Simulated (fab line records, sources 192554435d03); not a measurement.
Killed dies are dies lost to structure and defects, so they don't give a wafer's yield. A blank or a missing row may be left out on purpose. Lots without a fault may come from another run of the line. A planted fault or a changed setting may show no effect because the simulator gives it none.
Split-lot experiment | flow n5_finfet | 7 lots, 21 wafers read, on a route of 1938 steps

THE SPLIT
At N5_ZERO_LAYER_EXPOSE_08 (exposes mask ZERO, defocus 0 nm, target cd 2000 nm), the setting dose_mj was moved away from the recipe's 16.2 on 5 of the 21 wafers read, by -6.9% to +3.0%. The other wafers ran this setting at the recipe's value.

FROM THE SPLIT TO THE READING: what the file shows between them, 3 steps
- N5_ZERO_LAYER_PEB_09
- N5_ZERO_LAYER_DEVELOP_10: develop time 60 s
- N5_ZERO_LAYER_HARDBAKE_23: time 120 s

THE READING
cd_nm, in nm, at N5_ZERO_LAYER_CD_MEAS_11 (target cd 2000 nm). Fault-free wafers of this fab line usually give 2000.1 nm, standard deviation 1.7 nm.

wafer  | tool, chamber at the split | dose_mj as run | against the recipe | cd_nm, nm | against lot-mates on the recipe
L074.1 | krf_scanner-01, 0          | 16.2           | recipe             | 1999.0    | -
L074.4 | krf_scanner-01, 0          | 16.68          | +3.0%              | 2005.5    | +5.8
L074.5 | krf_scanner-01, 0          | 16.2           | recipe             | 2000.3    | -
L084.1 | krf_scanner-02, 0          | 16.2           | recipe             | 1996.9    | -
L084.2 | krf_scanner-02, 0          | 16.2           | recipe             | 1998.5    | -
L084.5 | krf_scanner-02, 0          | 16.2           | recipe             | 1997.8    | -
L086.2 | krf_scanner-01, 0          | 16.2           | recipe             | 2001.5    | -
L086.5 | krf_scanner-01, 0          | 15.83          | -2.3%              | 1997.0    | -4.5
L086.6 | krf_scanner-01, 0          | 15.83          | -2.3%              | 1997.0    | -4.5
L087.3 | krf_scanner-01, 0          | 16.2           | recipe             | 2001.4    | -
L087.5 | krf_scanner-01, 0          | 16.2           | recipe             | 2001.6    | -
L087.6 | krf_scanner-01, 0          | 16.56          | +2.2%              | 2002.8    | +1.3
L089.2 | krf_scanner-02, 0          | 16.2           | recipe             | 1997.8    | -
L089.4 | krf_scanner-02, 0          | 16.2           | recipe             | 2001.2    | -
L089.6 | krf_scanner-02, 0          | 16.2           | recipe             | 2000.1    | -
L093.1 | krf_scanner-02, 0          | 16.2           | recipe             | 1996.8    | -
L093.2 | krf_scanner-02, 0          | 16.2           | recipe             | 2000.6    | -
L093.4 | krf_scanner-02, 0          | 16.2           | recipe             | 2000.7    | -
L094.3 | krf_scanner-02, 0          | 16.2           | recipe             | 1996.7    | -
L094.4 | krf_scanner-02, 0          | 16.2           | recipe             | 1999.3    | -
L094.5 | krf_scanner-02, 0          | 15.08          | -6.9%              | 1981.9    | -16.1

THE FIT
A straight line over all 21 wafers: cd_nm changes by +2.19 nm for each +1% of dose_mj; r = +0.91; the points scatter about the line by 1.9 nm.
The same after taking each lot's own level away (the mean of its wafers on the recipe; 21 wafers): +2.09 nm for each +1%; r = +0.95; scatter 1.3 nm.
On that fit, the largest move of dose_mj shifts the reading by 14 nm.
The lots' own levels span 1997.73 to 2001.50 nm, that is 2.2 times the standard deviation above.
So the lot-to-lot level changes the slope little: the two slopes agree.
Check: with one of the wafers moved furthest among these (-6.9%) left out of the fit, the line predicts -11.8 nm for it against its lot-mates. It came out at -16.1 nm against them.

OTHER SPLITS ON THESE WAFERS
These wafers also went through other splits before the reading. Each is held against what the fit with the lots' levels taken away leaves over:
other split on the same wafers | wafers away from the commonest value | r with cd_nm (lot level and that fit taken away)
N5_ZERO_LAYER_PECVD_02 time_s  | 7                                    | -0.03

THE FILE'S OWN FIT
cd_nm changes by +2.13 nm for each +1% of dose_mj, r = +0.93.
